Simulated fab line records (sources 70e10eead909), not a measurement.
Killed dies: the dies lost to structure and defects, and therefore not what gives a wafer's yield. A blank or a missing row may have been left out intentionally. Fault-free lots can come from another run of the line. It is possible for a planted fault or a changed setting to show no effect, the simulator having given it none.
Which tool is to blame?    flow nand_harc    24 lots with 72 wafers sampled at 6 steps, on a route of 1302 steps

WHAT EACH GAUGE READ, for each wafer
NHARC_A_BLC_CD_MEAS_19.
lot   measured      on         cd_nm (nm)
L074  day 23 04:32  cd_sem-02  102.8 98.6 94.1
L076  day 23 05:21  cd_sem-01  96.0 97.9 100.5
L075  day 23 10:38  cd_sem-03  99.6 95.5 99.6
L078  day 25 05:13  cd_sem-02  98.2 100.2 101.4
L079  day 25 09:34  cd_sem-02  97.7 98.2 103.9
L077  day 25 13:40  cd_sem-03  103.7 100.8 101.7
L080  day 25 14:11  cd_sem-02  100.3 98.1 98.9
L081  day 25 20:58  cd_sem-02  99.9 101.6 96.4
L082  day 26 05:56  cd_sem-02  100.5 98.0 99.9
L084  day 26 19:41  cd_sem-03  104.6 103.9 105.2
L083  day 26 23:52  cd_sem-03  99.7 101.5 103.3
L085  day 27 06:12  cd_sem-01  101.6 100.4 97.2
L086  day 27 07:47  cd_sem-01  96.9 100.3 94.9
L087  day 28 02:53  cd_sem-03  100.6 103.3 102.8
L090  day 28 14:40  cd_sem-01  102.1 96.1 98.6
L088  day 28 19:07  cd_sem-03  100.8 99.8 102.3
L089  day 29 01:16  cd_sem-03  100.0 100.0 100.8
L092  day 30 11:43  cd_sem-02  100.3 98.5 102.5
L091  day 30 18:27  cd_sem-02  96.2 101.7 99.2
L093  day 31 00:43  cd_sem-03  104.5 99.0 93.2
L094  day 31 05:01  cd_sem-03  95.7 98.6 99.1
L095  day 31 06:01  cd_sem-03  99.4 98.2 101.5
L097  day 31 17:21  cd_sem-02  97.1 98.2 98.7
L096  day 31 19:17  cd_sem-03  97.3 106.8 101.2

WHAT TOOL EACH LOT RAN ON (gives the tool, then ch and the chambers of the sampled wafers, and finally the start)
lot   NHARC_A_CONTACT_ETCH_126              NHARC_A_CONTACT_ETCH_132              NHARC_A_CONTACT_ETCH_30                        NHARC_A_CONTACT_ETCH_137              NHARC_A_CONTACT_ALD_18
L074  har_cap_etch-02 ch 0,1, day 22 14:02  har_cap_etch-02 ch 0,1, day 22 15:05  rie_diel-03 ch 1,2,3, day 22 23:10 or earlier  har_cap_etch-03 ch 0,1, day 22 23:10  ald_metal-03 ch 1,2,3, day 23 01:23
L076  har_cap_etch-03 ch 0,1, day 22 15:10  har_cap_etch-03 ch 0,1, day 22 16:14  rie_diel-09 ch 0,1,2, day 22 23:34 or earlier  har_cap_etch-01 ch 0,1, day 22 23:34  ald_metal-02 ch 0,2,3, day 23 02:13
L075  har_cap_etch-02 ch 0,1, day 22 21:32  har_cap_etch-02 ch 0,1, day 22 22:35  rie_diel-03 ch 0,2,3, day 23 05:20 or earlier  har_cap_etch-03 ch 0,1, day 23 05:20  ald_metal-02 ch 0,1,3, day 23 07:36
L078  har_cap_etch-02 ch 1, day 24 10:03    har_cap_etch-02 ch 1, day 24 11:07    rie_diel-03 ch 1,3, day 24 23:32 or earlier    har_cap_etch-03 ch 0,1, day 24 23:32  ald_metal-01 ch 0,2,3, day 25 01:53
L079  har_cap_etch-01 ch 0,1, day 24 18:09  har_cap_etch-01 ch 0,1, day 24 19:13  rie_diel-03 ch 0,2,3, day 25 03:16 or earlier  har_cap_etch-02 ch 0,1, day 25 03:16  ald_metal-02 ch 0,1,3, day 25 06:14
L077  har_cap_etch-02 ch 0,1, day 24 19:56  har_cap_etch-02 ch 0,1, day 24 21:00  rie_diel-03 ch 2,3, day 25 08:16 or earlier    har_cap_etch-02 ch 0,1, day 25 08:16  ald_metal-02 ch 0,2,3, day 25 10:34
L080  har_cap_etch-01 ch 0,1, day 24 21:04  har_cap_etch-01 ch 0,1, day 24 22:08  rie_diel-09 ch 1,2,3, day 25 08:43 or earlier  har_cap_etch-01 ch 0,1, day 25 08:43  ald_metal-01 ch 0,2,3, day 25 11:00
L081  har_cap_etch-03 ch 0,1, day 25 06:08  har_cap_etch-03 ch 0,1, day 25 07:32  rie_diel-03 ch 0,1,2, day 25 15:04 or earlier  har_cap_etch-03 ch 0,1, day 25 15:04  ald_metal-03 ch 0,1, day 25 17:47
L082  har_cap_etch-02 ch 0,1, day 25 14:54  har_cap_etch-02 ch 0,1, day 25 15:58  rie_diel-09 ch 1,2, day 26 00:11 or earlier    har_cap_etch-02 ch 0,1, day 26 00:11  ald_metal-02 ch 0,1,2, day 26 02:46
L084  har_cap_etch-02 ch 0,1, day 26 06:00  har_cap_etch-02 ch 0,1, day 26 07:25  rie_diel-03 ch 0,1,2, day 26 14:21 or earlier  har_cap_etch-02 ch 0,1, day 26 14:21  ald_metal-03 ch 0,2,3, day 26 16:38
L083  har_cap_etch-01 ch 0,1, day 26 09:04  har_cap_etch-01 ch 0,1, day 26 10:28  rie_diel-03 ch 1,2,3, day 26 18:28 or earlier  har_cap_etch-02 ch 0,1, day 26 18:28  ald_metal-01 ch 0,1,2, day 26 20:46
L085  har_cap_etch-03 ch 0,1, day 26 16:20  har_cap_etch-03 ch 0,1, day 26 17:46  rie_diel-03 ch 0,1,2, day 27 00:43 or earlier  har_cap_etch-02 ch 0,1, day 27 00:43  ald_metal-02 ch 0,1,2, day 27 02:58
L086  har_cap_etch-01 ch 0,1, day 26 17:02  har_cap_etch-01 ch 0,1, day 26 18:27  rie_diel-03 ch 2,3, day 27 02:24 or earlier    har_cap_etch-01 ch 0,1, day 27 02:24  ald_metal-01 ch 0,1,2, day 27 04:40
L087  har_cap_etch-03 ch 0,1, day 27 11:34  har_cap_etch-03 ch 0,1, day 27 12:37  rie_diel-09 ch 0,1,3, day 27 21:37 or earlier  har_cap_etch-02 ch 0,1, day 27 21:37  ald_metal-03 ch 0,2,3, day 27 23:54
L090  har_cap_etch-03 ch 0,1, day 27 23:32  har_cap_etch-03 ch 0,1, day 28 00:57  rie_diel-03 ch 0,1,3, day 28 08:26 or earlier  har_cap_etch-03 ch 0,1, day 28 08:26  ald_metal-02 ch 0,1,3, day 28 11:19
L088  har_cap_etch-02 ch 0,1, day 28 04:31  har_cap_etch-02 ch 0,1, day 28 05:35  rie_diel-02 ch 1,2,3, day 28 13:36 or earlier  har_cap_etch-02 ch 0,1, day 28 13:36  ald_metal-03 ch 0,1,3, day 28 15:52
L089  har_cap_etch-01 ch 0,1, day 28 11:49  har_cap_etch-01 ch 0,1, day 28 12:52  rie_diel-03 ch 0,1,2, day 28 19:40 or earlier  har_cap_etch-03 ch 0,1, day 28 19:40  ald_metal-01 ch 0,2,3, day 28 22:14
L092  har_cap_etch-01 ch 0,1, day 29 20:41  har_cap_etch-01 ch 0,1, day 29 21:44  rie_diel-03 ch 0,2,3, day 30 06:19 or earlier  har_cap_etch-02 ch 0,1, day 30 06:19  ald_metal-03 ch 1,2,3, day 30 08:34
L091  har_cap_etch-02 ch 0,1, day 30 03:11  har_cap_etch-02 ch 0,1, day 30 04:16  rie_diel-03 ch 1,2, day 30 12:28 or earlier    har_cap_etch-01 ch 0,1, day 30 12:28  ald_metal-02 ch 0,1,2, day 30 15:26
L093  har_cap_etch-03 ch 0,1, day 30 06:31  har_cap_etch-03 ch 0,1, day 30 07:34  rie_diel-02 ch 0,1,3, day 30 19:12 or earlier  har_cap_etch-02 ch 0, day 30 19:12    ald_metal-01 ch 0,2,3, day 30 21:35
L094  har_cap_etch-02 ch 0,1, day 30 15:32  har_cap_etch-02 ch 0,1, day 30 16:37  rie_diel-03 ch 0,2,3, day 30 23:37 or earlier  har_cap_etch-01 ch 1, day 30 23:37    ald_metal-01 ch 1,2, day 31 01:54
L095  har_cap_etch-03 ch 0,1, day 30 15:43  har_cap_etch-03 ch 0,1, day 30 16:46  rie_diel-02 ch 1,2,3, day 31 00:28 or earlier  har_cap_etch-02 ch 0,1, day 31 00:28  ald_metal-02 ch 0,2,3, day 31 02:45
L097  har_cap_etch-03 ch 0,1, day 31 03:48  har_cap_etch-03 ch 0,1, day 31 04:52  rie_diel-03 ch 2,3, day 31 11:56 or earlier    har_cap_etch-02 ch 0,1, day 31 11:56  ald_metal-03 ch 0,1, day 31 14:13
L096  har_cap_etch-01 ch 0,1, day 31 06:01  har_cap_etch-01 ch 0,1, day 31 07:04  rie_diel-03 ch 0,1,2, day 31 13:52 or earlier  har_cap_etch-03 ch 0,1, day 31 13:52  ald_metal-01 ch 0,2,3, day 31 16:07
- NHARC_A_CONTACT_ETCH_126: etches the open film in C4F8/O2/Ar, time 197 s, target depth 1918 nm.
- NHARC_A_CONTACT_ETCH_132: etches the open film in C4F8/O2/Ar, time 197 s, target depth 1924 nm.
- NHARC_A_CONTACT_ETCH_30: etches the open film in CF4/CHF3, target depth 72.6 nm, time 36.3 s.
- NHARC_A_CONTACT_ETCH_137: etches the open film in C4F8/O2/Ar, time 311 s, target depth 1912 nm.
- NHARC_A_CONTACT_ALD_18: deposits TiN, target thk 3 nm, pulse time 1 s, ald cycles 150.

WHAT THE TOOLS THEMSELVES READ (means of the sampled wafers that have a number; where no wafer has one, the mark that the record gives instead)
NHARC_A_CONTACT_ETCH_30.
lot   tool         drypump_motor_current_A (A)  oes_product_au (a.u.)  rf_vpp_V (V)  showerhead_plenum_p_Torr (Torr)  throttle_valve_pct (%)
L074  rie_diel-03  5.2                          0.970                  369.9         1.57                             16.801
L076  rie_diel-09  5.4                          0.965                  370.6         1.60                             16.802
L075  rie_diel-03  5.5                          0.977                  369.3         1.53                             16.798
L078  rie_diel-03  5.1                          0.925                  371.5         1.61                             16.808
L079  rie_diel-03  5.5                          0.926                  369.5         1.53                             16.804
L077  rie_diel-03  5.4                          0.970                  368.7         1.52                             16.810
L080  rie_diel-09  5.9                          0.953                  372.0         1.61                             16.803
L081  rie_diel-03  5.4                          0.913                  369.7         1.50                             16.804
L082  rie_diel-09  5.5                          0.922                  372.5         1.61                             16.804
L084  rie_diel-03  5.4                          0.919                  368.9         1.50                             16.802
L083  rie_diel-03  5.2                          0.926                  371.1         1.56                             16.805
L085  rie_diel-03  5.4                          0.918                  368.8         1.50                             16.799
L086  rie_diel-03  5.4                          0.984                  369.6         1.52                             16.804
L087  rie_diel-09  5.9                          0.924                  371.7         1.60                             16.801
L090  rie_diel-03  5.4                          0.973                  370.5         1.57                             16.801
L088  rie_diel-02  5.6                          0.960                  368.6         1.49                             16.796
L089  rie_diel-03  5.4                          0.927                  370.5         1.58                             16.800
L092  rie_diel-03  5.5                          0.925                  371.6         1.61                             16.805
L091  rie_diel-03  5.2                          0.935                  373.9         1.66                             16.812
L093  rie_diel-02  5.8                          0.925                  369.6         1.55                             16.801
L094  rie_diel-03  5.5                          0.931                  371.2         1.61                             16.813
L095  rie_diel-02  5.6                          0.956                  367.9         1.49                             16.801
L097  rie_diel-03  5.4                          0.936                  373.8         1.67                             16.804
L096  rie_diel-03  5.4                          0.925                  370.3         1.58                             16.807

NHARC_A_CONTACT_ALD_18.
lot   tool          heater_power_w (W)  precursor_pulse_height_rel
L074  ald_metal-03  1202                0.994
L076  ald_metal-02  1088                0.997
L075  ald_metal-02  1100                0.996
L078  ald_metal-01  1076                0.997
L079  ald_metal-02  1105                1.002
L077  ald_metal-02  1095                1.008
L080  ald_metal-01  1062                1.018
L081  ald_metal-03  1198                1.014
L082  ald_metal-02  949                 1.007
L084  ald_metal-03  1131                0.988
L083  ald_metal-01  1112                0.984
L085  ald_metal-02  918                 1.012
L086  ald_metal-01  1110                1.003
L087  ald_metal-03  1129                0.996
L090  ald_metal-02  1096                0.999
L088  ald_metal-03  1168                0.985
L089  ald_metal-01  1075                0.994
L092  ald_metal-03  1164                0.997
L091  ald_metal-02  930                 0.993
L093  ald_metal-01  1070                0.999
L094  ald_metal-01  1139                1.008
L095  ald_metal-02  1100                0.970
L097  ald_metal-03  1201                0.992
L096  ald_metal-01  1054                0.994

THE ANSWER, worked out from the rows above alone
Rule: the lots themselves supply what counts as usual. Put in order of their means at a reading, lots are off if they are a third of the lots or fewer, leave a main group of 4 or more, and stand apart from it by a gap of 3 or more times the standard deviation of the main group's means; of several such gaps the widest counts. If all means in a main group match to the digits the tables above print for the reading, that group is not used. Also off: a lot with no number at a reading for which 4 or more lots have one. Any other lot the step has rows for is counted as sound. First the gauges in route order, then the tools' own readings, where a lot's mean is used as printed above. At the first step where some lot is off, the reading lying furthest off is the one used; lots without a number count as furthest.
None of the lots is off at any reading shown; this tells nothing.

WHAT THE SIMULATOR PUT IN
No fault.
